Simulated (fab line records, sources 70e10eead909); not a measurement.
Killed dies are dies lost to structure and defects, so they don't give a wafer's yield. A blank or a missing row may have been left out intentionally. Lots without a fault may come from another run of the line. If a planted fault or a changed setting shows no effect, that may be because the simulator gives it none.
fab line records	flow nandHarc
[record] lots = 13	wafers = 39	lastDay = 24
route steps=1159 shown A_CHANNEL_FILL_D1@495 A_STAIRCASE@519 END@1159
lots with no fault: from the same line, run without faults
startH: hours from the record's opening day to when the first of the lot's shown wafers began	waitH: time in hours since the lot's previous step	" as in the row above	L1.1+2: a single row standing in for several wafers	- value missing, or start not given	* or withheld: withheld	< > ~ a bound
route shown NAME@n: a module of which the file shows steps, and the number in the route of the first	usual: mean/standard deviation of fault-free wafers	same: alike in all rows	chamber/n: place in a boat	sites: readings site by site	_std_site: standard deviation across them	_edge_site: mean of outer sites minus mean of inner sites	radiusMm: how far each site lies from the wafer's centre	mask NAME#n: copy n	behind: the last tool/chamber to shape the wafer	hold: the reason the lot was held/the length of the hold in hours/how it ended	device: whichever transistor did not switch (one of n, p or np)	end of line: at the end of the route, the tests of the same wafers	a step with no rows: only its recipe	killed: the dies lost at the first sort to structure and to defects; this is not the yield of the wafer	map: a wafer's dies, x killed, . not, _ none there
set.NAME: the run value of the setting; set.NAME@STEP: its run value at that earlier step	model.NAME: the simulator's own value behind a step, which no gauge read
a sample of lots followed through the steps of the route, with each step as a table and each wafer as a row
services: the hour from which a tool's chamber was out of use, counted from the record's first day as startH (under 0 if before that day), plus the number of hours and why
[[steps]]
[step NHARC_A_CHANNEL_FILL_D1_ALD_15]
[recipe] targetThkA = 20	pulseTimeS = 60	aldCycles = 19	tempC = 630	pressureTorr = 2	material = SiNx
[usual] precursorPulseHeightRel = 0.999/0.019
[same] pulseTimeS = 60
lot.wafer	tool	chamber	startH	waitH	precursorPulseHeightRel
L811.1	aldSinBatch-03	0	-	-	0.992
L811.5	"	0	"	"	0.994
L811.6	"	0	"	"	0.998
L813.2	aldSinBatch-02	0	-	-	1.050
L813.3	"	0	"	"	1.007
L813.5	"	0	"	"	1.014
L814.1	aldSinBatch-02	0	-	-	0.997
L814.5	"	0	"	"	1.027
L814.6	"	0	"	"	1.022
L817.1	aldSinBatch-02	0	-	-	1.004
L817.4	"	0	"	"	0.985
L817.6	"	0	"	"	0.984
L818.1	aldSinBatch-02	0	-	-	1.030
L818.4	"	0	"	"	0.982
L818.6	"	0	"	"	0.977
L819.1	aldSinBatch-02	0	-	-	0.997
L819.2	"	0	"	"	0.994
L819.5	"	0	"	"	1.013
L821.1	aldSinBatch-01	0	-	-	1.031
L821.5	"	0	"	"	1.000
L821.6	"	0	"	"	0.987
L823.3	aldSinBatch-01	0	-	-	1.029
L823.5	"	0	"	"	0.966
L823.6	"	0	"	"	0.995
L824.1	aldSinBatch-01	0	-	-	1.023
L824.2	"	0	"	"	1.026
L824.4	"	0	"	"	1.018
L830.1	aldSinBatch-01	0	-	-	1.009
L830.3	"	0	"	"	0.977
L830.4	"	0	"	"	1.032
L831.1	aldSinBatch-03	0	311.56	3.1	1.015
L831.2	"	0	"	"	1.032
L831.3	"	0	"	"	0.977
L832.2	aldSinBatch-03	0	311.56	2.7	0.989
L832.4	"	0	"	"	1.010
L832.6	"	0	"	"	1.029
L833.1	aldSinBatch-01	0	-	-	0.998
L833.3	"	0	"	"	0.979
L833.5	"	0	"	"	1.014
[step NHARC_A_CHANNEL_FILL_D1_ETCHBACK_19]
[recipe] targetDepthA = 50	timeS = 1.7	hbrFlowSccm = 150	cl2FlowSccm = 50	rfW = 400	icpW = 400	biasW = 100	chemistry = HBr/Cl2
[usual] drypumpMotorCurrentA = 5.7/0.38	oesProductAu = 1.003/0.0087	throttleValvePct = 26.405/0.0092
lot.wafer	tool	chamber	startH	waitH	drypumpMotorCurrentA	oesProductAu	rfHoursCounterH	throttleValvePct
L811.1	rieSi-06	0	215.72	0.4	6.0	1.009	0.2	26.402
L811.5	"	1	"	"	6.3	0.995	-	26.409
L811.6	"	2	"	"	5.5	1.003	-	26.413
L814.1	rieSi-05	0	220.95	0.4	5.6	1.003	1.5	26.411
L814.6	"	3	"	"	5.4	1.008	-	26.416
L814.5	"	0	"	"	5.6	0.997	-	26.400
L813.3	rieSi-06	1	220.95	0.4	6.2	1.010	0.2	26.391
L813.2	"	2	"	"	5.5	1.001	0.2	26.407
L813.5	"	0	"	"	6.0	1.017	-	26.393
L817.1	rieSi-05	1	255.21	0.4	5.4	0.999	0.1	26.405
L817.4	"	0	"	"	5.7	0.991	0.1	26.395
L817.6	"	1	"	"	5.4	1.009	-	26.401
L818.4	rieSi-03	3	255.23	0.4	5.7	1.013	0.9	26.404
L818.1	"	0	"	"	5.3	1.006	0.9	26.404
L818.6	"	2	"	"	6.2	1.011	-	26.405
L819.2	rieSi-05	3	260.54	0.4	5.4	0.999	0.2	26.402
L819.1	"	1	"	"	5.5	1.010	0.1	26.416
L819.5	"	3	"	"	5.4	1.000	-	26.404
L823.3	rieSi-03	2	281.44	0.4	6.3	0.998	1.1	26.392
L823.6	"	2	"	"	6.3	1.004	-	26.410
L823.5	"	3	"	"	5.7	1.015	-	26.415
L821.1	rieSi-05	1	281.45	0.4	5.5	1.003	0.3	26.391
L821.5	"	0	"	"	5.6	0.988	-	26.403
L821.6	"	1	"	"	5.5	1.005	-	26.406
L824.4	rieSi-03	2	295.10	0.4	6.3	0.997	1.3	26.390
L824.1	"	3	"	"	5.7	0.986	1.2	26.403
L824.2	"	0	"	"	5.3	1.011	1.1	26.389
L830.3	rieSi-05	3	315.01	0.4	5.4	0.986	0.6	26.400
L830.1	"	0	"	"	5.7	0.990	0.7	26.401
L830.4	"	1	"	"	5.5	1.000	0.6	26.404
L831.3	rieSi-06	3	328.78	0.4	5.3	1.012	1.1	26.416
L831.1	"	0	"	"	6.0	0.991	1.3	26.405
L831.2	"	1	"	"	6.2	0.998	1.2	26.414
L832.4	rieSi-05	1	328.80	0.4	5.5	0.993	0.7	26.388
L832.2	"	2	"	"	5.3	0.999	0.6	26.422
L832.6	"	0	"	"	5.7	0.982	-	26.409
L833.1	rieSi-06	0	351.60	0.4	6.0	0.997	1.4	26.394
L833.3	"	2	"	"	5.5	1.000	1.2	26.411
L833.5	"	1	"	"	6.3	0.995	-	26.412
[step NHARC_A_CHANNEL_FILL_D1_CMP_10]
[recipe] targetThkNm = 150
[usual] edgeZonePressureFrac = 1.000/0.005	motorCurrentA = 11.7/1.5	timeToEndpointS = 15.9/2.4
lot.wafer	tool	chamber	startH	waitH	edgeZonePressureFrac	motorCurrentA	timeToEndpointS
L811.1	cmp-01	3	238.85	0.4	0.999	11.9	14.7
L811.5	"	0	"	"	1.002	12.6	18.3
L811.6	"	1	"	"	1.004	11.9	15.0
L813.3	cmp-01	0	244.33	0.4	0.986	12.5	21.1
L813.2	"	1	"	"	0.994	11.8	16.6
L813.5	"	3	"	"	1.001	12.4	15.8
L814.1	cmp-02	1	246.98	0.4	0.999	13.9	17.5
L814.6	"	2	"	"	0.997	14.2	11.6
L814.5	"	3	"	"	1.002	10.6	14.2
L817.4	cmp-02	1	278.48	0.4	0.997	13.9	17.0
L817.1	"	2	"	"	0.991	13.6	15.5
L817.6	"	0	"	"	0.996	10.2	16.0
L818.4	cmp-04	3	278.51	0.4	0.992	10.7	20.7
L818.1	"	0	"	"	1.005	13.3	17.3
L818.6	"	1	"	"	0.995	9.2	15.9
L819.1	cmp-02	2	283.92	0.4	1.003	15.0	12.2
L819.2	"	3	"	"	1.002	10.8	14.8
L819.5	"	1	"	"	1.007	13.5	18.0
L823.3	cmp-01	3	305.08	0.4	-	-	-
L823.5	"	0	"	"	-	-	-
L823.6	"	1	"	"	-	-	-
L821.1	cmp-04	1	309.52	0.4	-	-	-
L821.6	"	3	"	"	-	-	-
L821.5	"	0	"	"	-	-	-
L824.2	cmp-04	3	318.23	0.4	0.999	11.0	19.0
L824.4	"	1	"	"	1.001	9.4	14.3
L824.1	"	2	"	"	1.004	10.3	18.0
L830.3	cmp-04	3	338.61	0.4	0.989	11.2	18.8
L830.4	"	0	"	"	0.988	12.5	16.6
L830.1	"	1	"	"	0.997	9.3	15.1
L832.2	cmp-02	3	352.19	0.4	1.009	10.7	9.9
L832.4	"	1	"	"	0.994	14.7	16.5
L832.6	"	3	"	"	1.006	10.7	10.7
L831.3	cmp-04	1	352.19	0.4	0.995	9.2	13.2
L831.1	"	3	"	"	1.005	11.3	17.2
L831.2	"	0	"	"	0.993	13.0	16.1
L833.3	cmp-04	2	374.75	0.4	0.996	10.3	16.4
L833.1	"	3	"	"	1.003	10.7	18.7
L833.5	"	0	"	"	0.998	12.6	15.4
[step NHARC_A_STAIRCASE_DEP_156]
[recipe] targetThkA = 500	tempC = 400	targetThkNm = 50	flowSccm = 200	rfW = 450	material = SiNx
[usual] heaterPowerOuterW = 443/55	heaterPowerW = 748/93
lot.wafer	tool	chamber	startH	waitH	heaterPowerOuterW	heaterPowerW
L811.1	pecvd-04	0	239.51	0.1	444	782
L811.5	"	1	"	"	434	680
L811.6	"	0	"	"	452	768
L813.2	pecvd-02	0	245.28	0.4	454	809
L813.3	"	2	"	"	395	645
L813.5	"	1	"	"	495	861
L814.1	pecvd-02	2	247.93	0.1	511	817
L814.5	"	1	"	"	502	850
L814.6	"	2	"	"	507	803
L817.1	pecvd-01	1	279.13	0.1	515	809
L817.4	"	1	"	"	518	835
L817.6	"	2	"	"	387	644
L818.1	pecvd-02	1	279.14	0.1	443	782
L818.6	"	1	"	"	442	808
L818.4	"	0	"	"	386	713
L819.1	pecvd-02	1	284.58	0.1	541	938
L819.2	"	2	"	"	488	755
L819.5	"	2	"	"	480	784
L824.2	pecvd-02	1	318.92	0.1	560	943
L824.1	"	2	"	"	427	725
L824.4	"	0	"	"	416	762
L830.3	pecvd-04	2	339.52	0.3	409	652
L830.1	"	0	"	"	431	760
L830.4	"	1	"	"	427	687
L831.1	pecvd-01	2	352.87	0.1	381	645
L831.2	"	0	"	"	517	865
L831.3	"	1	"	"	416	712
L832.2	pecvd-04	2	353.09	0.1	395	643
L832.6	"	0	"	"	440	762
L832.4	"	1	"	"	445	713
L833.1	pecvd-04	2	375.41	0.1	406	650
L833.3	"	0	"	"	433	748
L833.5	"	1	"	"	424	668
[step NHARC_END_SORT_01]
[recipe] tempC = 25
[usual] killedAtArray = 27/8	killedAtOther = 0.8/1.2	killedAtPeriphery = 3.3/2.3	killedDies = 31/8.8	killedOpen = 3.2/2.1	killedShort = 2.1/1.4
[same] grossDies = 677
lot.wafer	tool	chamber	startH	waitH	killedAtArray	killedAtOther	killedAtPeriphery	killedDies	killedOpen	killedShort
L823.3	prober-02	0	511.19	3.1	673	1	3	677	3	5
L823.5	prober-02	0	512.78	3.7	674	3	0	677	8	4
L823.6	prober-02	0	513.57	4.0	676	0	1	677	4	0
L821.1	prober-01	0	529.78	2.6	672	4	1	677	1	1
L821.5	prober-01	0	532.99	3.7	675	0	2	677	2	0
L821.6	prober-01	0	533.79	4.0	670	2	5	677	2	1
// killed by level:class
L823.3 A_CHANNEL_FILL_D1:areaCmp=648 A_CHANNEL_HOLE_D1:chamberFilmFlake=9 A_CONTACT:chamberFilmFlake=7 A_ONON_D1:geometricParticle:open=1 A_ONON_D1:geometricParticle:short=1 A_CHANNEL_FILL_D1:geometricParticle:short=1 A_SGD_CUT:geometricParticle:short=1 A_WL_FILL:geometricParticle:short=1
L823.5 A_CHANNEL_FILL_D1:areaCmp=645 A_CHANNEL_HOLE_D1:chamberFilmFlake=13 A_WL_FILL:geometricParticle:open=4 A_CONTACT:chamberFilmFlake=4 A_M0:geometricParticle:open=3 THIN_TSV:chamberFilmFlake=2 A_CHANNEL_FILL_D1:geometricParticle:short=1 A_CHANNEL_FILL_D1:geometricParticle:open=1
L823.6 A_CHANNEL_FILL_D1:areaCmp=651 A_CHANNEL_HOLE_D1:chamberFilmFlake=15 A_STAIRCASE:chamberFilmFlake=3 A_CONTACT:chamberFilmFlake=3 A_CHANNEL_FILL_D1:geometricParticle:open=1 A_WL_FILL:geometricParticle:open=1 A_CONTACT:geometricParticle:open=1 A_BLC:geometricParticle:open=1
L821.1 A_CHANNEL_FILL_D1:areaCmp=629 A_CHANNEL_HOLE_D1:chamberFilmFlake=18 A_SLIT:chamberFilmFlake=17 THIN_TSV:chamberFilmFlake=4 A_STAIRCASE:chamberFilmFlake=3 A_CONTACT:chamberFilmFlake=3 A_CONTACT:geometricParticle:short=1 A_BLC:geometricParticle:open=1
L821.5 A_CHANNEL_FILL_D1:areaCmp=645 A_CHANNEL_HOLE_D1:chamberFilmFlake=14 A_SLIT:chamberFilmFlake=14 P_M2:geometricParticle:open=1 A_CONTACT:geometricParticle:open=1 P_BONDPAD:chamberFilmFlake=1 A_STAIRCASE:chamberFilmFlake=1
L821.6 A_CHANNEL_FILL_D1:areaCmp=641 A_CHANNEL_HOLE_D1:chamberFilmFlake=15 A_SLIT:chamberFilmFlake=10 A_CONTACT:chamberFilmFlake=3 P_ZERO_WELL:chamberFilmFlake=2 THIN_TSV:chamberFilmFlake=2 P_GATE:geometricParticle:open=1 P_M0:geometricParticle:open=1
[[services]]
tool	chamber	startH	hours	kind
cmp-01	-	179.50	4.0	pm
rieSi-06	-	183.00	9.0	pm
cmp-02	-	184.85	0.4	repair
rieSi-05	-	187.99	1.4	repair
pecvd-04	-	195.54	13.0	pm
cmp-04	-	204.23	4.0	pm
rieSi-05	-	206.31	0.3	repair
cmp-02	-	226.61	4.0	pm
cmp-04	-	227.95	1.3	repair
pecvd-04	2	234.84	25.9	repair
rieSi-05	-	239.00	9.0	pm
rieSi-06	-	244.18	0.9	repair
pecvd-02	-	260.26	0.9	repair
cmp-01	-	276.90	1.7	repair
cmp-01	-	278.60	4.0	pm
rieSi-06	-	297.97	0.9	repair
cmp-04	-	302.23	4.0	pm
cmp-02	-	319.97	1.5	repair
cmp-04	-	321.74	7.7	repair
cmp-02	-	324.61	4.0	pm
pecvd-02	-	334.01	13.0	pm
cmp-04	-	358.98	2.3	repair
rieSi-06	-	360.00	9.0	pm
cmp-02	-	370.95	0.2	repair
[[key]]
[firstSign] step = NHARC_A_CHANNEL_FILL_D1_CMP_10	reading = toolRecord	direction = missing
[effect] step = NHARC_END_SORT_01	reading = killedAtArray	direction = up	sigmas = 81	usual = 27	struck = 673
[moreKillsBornAt] NHARC_A_CHANNEL_FILL_D1_CMP_10@cmp-01 = 1944	NHARC_A_CHANNEL_FILL_D1_CMP_10@cmp-04 = 1915
metAt NHARC_A_CHANNEL_FILL_D1_CMP_10
struckLots L821,L823
laterRowsLeftOut L821.1,L821.5,L821.6,L823.3,L823.5,L823.6
testerLeftOut L821,L823
notActingAt NHARC_A_CHANNEL_FILL_D1_ALD_15,NHARC_A_CHANNEL_FILL_D1_ETCHBACK_19,NHARC_A_STAIRCASE_DEP_156
onsetBetween 278.51 305.08
[fault] kind = skippedStepWhole	tool = cmp-01,cmp-04	chamber = -	onsetH = 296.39	steps = NHARC_A_CHANNEL_FILL_D1_CMP_10	scope = struckLotsOnly
// testerLeftOut: of these lots the tester's yield and bins aren't shown, on N5 and GAA mostly nor the transistor test; their killed dies are dies lost to structure and defects alone, not to doping, threshold or leakage, so they don't give the yield
// laterRowsLeftOut: the simulator's readings of these wafers behind a module that went badly wrong aren't trusted and aren't shown, but for the sort
